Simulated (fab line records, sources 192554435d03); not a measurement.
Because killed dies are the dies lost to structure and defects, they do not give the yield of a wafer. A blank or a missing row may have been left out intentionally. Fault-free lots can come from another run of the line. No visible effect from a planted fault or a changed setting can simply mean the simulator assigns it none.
Matching of chambers | flow n5-finfet | 4 sister chambers for N5_HKMG_FIN_ALD_74 on ald-hk-03
The step deposits La2O3, target thk 0.5 nm, pulse time 6 s, co reactant pulse time 1 s. 8 wafers are shown with their chamber, then 7 later ones without.

## WAFERS, EACH WITH ITS CHAMBER
wafer  | chamber | heater-power-w (W) | precursor-pulse-height-rel
L075.4 | 3       | 309                | 1.022
L077.1 | 2       | 338                | 1.017
L077.2 | 3       | 305                | 1.035
L077.3 | 1       | 409                | 1.004
L077.5 | 1       | 393                | 0.994
L077.6 | 0       | 379                | 0.976
L082.2 | 2       | 340                | 1.045
L082.5 | 0       | 381                | 0.985

## WAFERS WITH NO CHAMBER GIVEN
wafer  | heater-power-w (W) | precursor-pulse-height-rel
L082.6 | 413                | 1.038
L084.1 | 326                | 0.969
L084.3 | 402                | 0.995
L084.6 | 378                | 1.015
L090.1 | 304                | 0.949
L090.4 | 330                | 1.035
L090.6 | 400                | 0.999

## THE CHAMBER EACH PASSED THROUGH
wafer  | from the rows above     | in truth
L082.6 | 1                       | 1
L084.1 | can't be placed: 2 or 3 | 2
L084.3 | 1                       | 1
L084.6 | can't be placed: 0 or 1 | 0
L090.1 | 3                       | 3
L090.4 | 2                       | 2
L090.6 | 1                       | 1
Correct placement for 5 of the 7. From these rows, 2 cannot be placed; in 2 the true chamber is one of the candidates. Placed wrongly: 0.
How it was worked out, from the rows above alone: a wafer's distance from a chamber is the root of the sum, over the readings, of the square of ((its reading less the chamber's mean) divided by the reading's scatter). If the next closest chamber is less than 2 further off than the closest, the wafer can't be placed; otherwise it belongs to the closest. For every chamber, the mean is computed from those of its wafers that are shown. The scatter: take each reading less its chamber's mean, square it, sum over the shown wafers, divide by the number of wafers less the number of chambers, and take the root.
